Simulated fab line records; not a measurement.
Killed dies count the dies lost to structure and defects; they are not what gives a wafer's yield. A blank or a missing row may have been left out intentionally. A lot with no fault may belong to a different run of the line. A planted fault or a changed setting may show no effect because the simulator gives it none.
Problem report, 8D (eight disciplines) form, completed by code || flow n5_finfet || the parts of the form that need people (team, actions taken, sign-off) are left out

== 1. WHAT WENT WRONG ==
M1_ILD_THK at N5_BEOL_M1_THK_MEAS_01 reads a mean of 56.5 nm on 1 wafer of 1 lot; wafers without a fault read 78.9 nm with a standard deviation of 1.3. That puts it -17 standard deviations away from the usual mean.
First observed at day 10 05:53: wafer L835.2, on film_metro-01. The record holds 9 wafers of 3 lots with a number at this step. Rule for "out", or "out of limits": more than 4 standard deviations from the usual mean. The other wafers with a number count as sound.

== 2. WHAT IT IS, AND WHAT IT ISN'T ==
{"question": "which readings at this step", "is": "M1_ILD_THK", "is not": "-"}
{"question": "which lots", "is": "L835", "is not": "L822, L840"}
{"question": "which wafers of those lots", "is": "L835.2", "is not": "L835.3, L835.4"}
{"question": "read on which gauges", "is": "film_metro-01", "is not": "film_metro-02"}
{"question": "when", "is": "from day 10 05:53", "is not": "up to then (5 sound wafers); but 3 sound wafers of L840 came after"}

== 3. THE SUSPECTS, EACH WITH WHAT RULES IT OUT ==
Counting: a tool at a process step up to the reading stays a suspect if it ran every lot that is out. Sound lots after the first of them don't rule it out here, since some wafers of a struck lot are sound.
- the gauge at N5_BEOL_M1_THK_MEAS_01 is ruled out. All the wafers that are out were read on film_metro-01, but those of them that N5_PASSIVATION_PROBE_49 has rows for are out there too, on other tools.
- pecvd-03 at N5_BEOL_M1_ILD_DEP_00 (deposits SiOC from DEMS/O2, target thk 79 nm, time 15.3 s): kept. It processed L835, the lot that is out, at day 10 05:48, and its most recent sound lot before then was L822 at day 7 00:47.
After counting, what remains is pecvd-03 at N5_BEOL_M1_ILD_DEP_00.

== 4. THE CAUSE (what the simulator had put in) ==
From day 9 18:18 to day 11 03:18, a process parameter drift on pecvd-03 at N5_BEOL_M1_ILD_DEP_00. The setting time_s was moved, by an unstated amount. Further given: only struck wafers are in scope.
Counting left only this tool.

== 5. SEQUENCE OF EFFECTS, ordered by route ==
One row per reading whose mean, taken over the struck wafers that have a number, lies over 3 standard deviations from the usual. Only readings whose record carries a usual standard deviation are examined. hours: median over the lots of the time between each lot's start at the first step of this table that gives one and its start at this step. sigmas: the change, counted in usual standard deviations.
{"hours": 0, "step": "N5_BEOL_M1_THK_MEAS_01", "reading": "M1_ILD_THK", "usual": "78.9 nm", "on struck wafers": 56.5, "change": -22.4, "sigmas": -17}
{"hours": 141, "step": "N5_PASSIVATION_PROBE_49", "reading": "defect_limited_yield", "usual": "91.0 %", "on struck wafers": 60.8, "change": -30.2, "sigmas": -22}
{"hours": 141, "step": "N5_PASSIVATION_PROBE_49", "reading": "killed_at_M0_to_M3", "usual": 36, "on struck wafers": 398, "change": "+362", "sigmas": "+33"}
{"hours": 141, "step": "N5_PASSIVATION_PROBE_49", "reading": "killed_dies", "usual": 106, "on struck wafers": 462, "change": "+356", "sigmas": "+21"}
{"hours": 141, "step": "N5_PASSIVATION_PROBE_49", "reading": "killed_on_rim", "usual": 14, "on struck wafers": 70, "change": "+56", "sigmas": "+14"}
{"hours": 141, "step": "N5_PASSIVATION_PROBE_49", "reading": "sort_bin_8_speed", "usual": "0.1 %", "on struck wafers": 24.7, "change": "+24.6", "sigmas": "+50"}
{"hours": 141, "step": "N5_PASSIVATION_PROBE_49", "reading": "sort_n_pass", "usual": 1074, "on struck wafers": 718, "change": -356, "sigmas": -20}
It contains these process steps:
- N5_PASSIVATION_PROBE_49
Later measuring or inspecting steps at which every struck wafer that the step has a row for has a number for every such reading, and none has moved that far: N5_BEOL_M4_RC_MEAS_101.

== 6. HOW IT WOULD HAVE BEEN CAUGHT EARLIER ==
12 hours passed between the start of the fault at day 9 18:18 and the first reading out of limits at a measuring or inspecting step in this record, taken at day 10 05:53.
No tool reading at N5_BEOL_M1_ILD_DEP_00 that has a usual standard deviation in the record was out on any struck wafer, so an alarm limit of 4 standard deviations on those readings would not have fired.
Lots out: 1; all had begun N5_BEOL_M1_ILD_DEP_00 on pecvd-03 by day 10 05:53. Had the tool been put on hold then, not one of them would have been saved.
